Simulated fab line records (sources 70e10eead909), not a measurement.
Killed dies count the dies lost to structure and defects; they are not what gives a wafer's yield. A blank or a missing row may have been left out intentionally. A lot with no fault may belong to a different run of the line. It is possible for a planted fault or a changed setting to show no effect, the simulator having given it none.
Chamber matching    flow nand-harc    NHARC_P_M0_ETCH_34 on rie-diel-03: 4 sister chambers
The step etches the open film in N2/H2, target depth 40 nm, overetch 12 nm, time 43.94 s. 14 wafers are shown with their chamber, then 7 later ones without.

WAFERS WITH THEIR CHAMBER
wafer   chamber  showerhead-plenum-p-Torr (Torr)  drypump-motor-current-A (A)  rf-vpp-V (V)
L074.1  0        1.97                             5.8                          429.5
L074.4  3        1.99                             5.9                          429.0
L074.6  2        1.89                             6.2                          426.0
L077.1  3        1.99                             5.9                          429.9
L077.3  0        1.97                             5.7                          428.3
L077.6  2        1.89                             6.1                          426.8
L080.1  0        1.97                             5.8                          428.1
L080.5  1        1.93                             5.3                          427.8
L080.6  0        1.97                             5.8                          428.2
L083.3  2        1.89                             6.1                          424.5
L083.4  1        1.92                             5.3                          428.7
L083.5  1        1.92                             5.3                          427.0
L084.2  2        1.89                             6.1                          425.3
L084.4  0        1.97                             5.8                          429.1

SIGNATURES (averages over the wafers above)
reading                   chamber 0  chamber 1  chamber 2  chamber 3  scatter within a chamber
showerhead-plenum-p-Torr  1.9700     1.9233     1.8900     1.9900     0.00258
drypump-motor-current-A   5.780      5.300      6.125      5.900      0.0394
rf-vpp-V                  428.640    427.833    425.650    429.450    0.793
Rule: for a wafer and a chamber, the distance is found by dividing, reading by reading, the gap between the wafer's reading and the chamber's mean by the reading's scatter, squaring, summing and taking the root. If the next closest chamber is less than 2 further off than the closest, the wafer can't be placed; otherwise it belongs to the closest. The scatter: the root of (the sum of the squares of (reading less its chamber's mean) over the shown wafers, divided by (wafers less chambers)).

WAFERS WHOSE CHAMBER IS MISSING
wafer   showerhead-plenum-p-Torr (Torr)  drypump-motor-current-A (A)  rf-vpp-V (V)
L084.5  1.92                             5.3                          427.6
L095.2  1.92                             5.3                          427.8
L095.3  1.89                             6.1                          425.5
L095.5  1.92                             5.4                          426.1
L096.1  1.96                             5.8                          427.2
L096.2  1.99                             5.9                          428.8
L096.4  1.89                             6.1                          425.1

WHICH CHAMBER EACH ONE RAN IN
wafer   from the rows above  in truth
L084.5  1                    1
L095.2  1                    1
L095.3  2                    2
L095.5  1                    1
L096.1  0                    0
L096.2  3                    3
L096.4  2                    2
Correct placement for 7 of the 7. Number that these rows cannot place: 0. 0 placed wrongly.
